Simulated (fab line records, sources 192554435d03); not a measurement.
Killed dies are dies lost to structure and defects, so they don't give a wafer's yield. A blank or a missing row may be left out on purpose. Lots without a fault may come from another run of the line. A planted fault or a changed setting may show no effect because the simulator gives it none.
Chamber matching | flow n5_finfet | N5_BEOL_M4_ETCHBACK_99 on rie_diel-01: 4 sister chambers
The step etches SiO2 in CHF3, target depth 5 nm, time 10.4 s. 8 wafers are shown with their chamber, then 11 later ones without.

WAFERS WITH THEIR CHAMBER
wafer  | chamber | drypump_motor_current_A (A) | showerhead_plenum_p_Torr (Torr)
L078.2 | 1       | 6.6                         | 2.13
L080.1 | 1       | 6.6                         | 2.13
L081.4 | 2       | 5.9                         | 2.16
L085.4 | 2       | 5.9                         | 2.16
L086.2 | 0       | 6.5                         | 2.28
L086.4 | 3       | 6.1                         | 2.18
L086.6 | 0       | 6.4                         | 2.28
L092.1 | 3       | 6.1                         | 2.17

WAFERS WITHOUT THEIR CHAMBER
wafer  | drypump_motor_current_A (A) | showerhead_plenum_p_Torr (Torr)
L092.4 | 6.6                         | 2.12
L092.5 | 5.9                         | 2.15
L091.1 | 5.9                         | 2.15
L091.2 | 6.1                         | 2.17
L091.5 | 6.5                         | 2.27
L094.2 | 6.5                         | 2.27
L094.3 | 6.6                         | 2.12
L094.5 | 6.6                         | 2.12
L095.2 | 6.6                         | 2.12
L095.4 | 6.1                         | 2.17
L095.6 | 6.5                         | 2.27

WHICH CHAMBER EACH WENT THROUGH
wafer  | from the rows above | in truth
L092.4 | 1                   | 1
L092.5 | 2                   | 2
L091.1 | 2                   | 2
L091.2 | 3                   | 3
L091.5 | 0                   | 0
L094.2 | 0                   | 0
L094.3 | 1                   | 1
L094.5 | 1                   | 1
L095.2 | 1                   | 1
L095.4 | 3                   | 3
L095.6 | 0                   | 0
Placed correctly: 11 of 11. Can't be placed from these rows: 0. Placed wrongly: 0.
How it was worked out, from the rows above alone: a wafer's distance from a chamber is the root of the sum, over the readings, of the square of ((its reading less the chamber's mean) divided by the reading's scatter). The wafer belongs to the nearest chamber; if the next one is less than 2 further off, it can't be placed. A chamber's mean is the mean of its shown wafers. The scatter: the root of (the sum of the squares of (reading less its chamber's mean) over the shown wafers, divided by (wafers less chambers)).
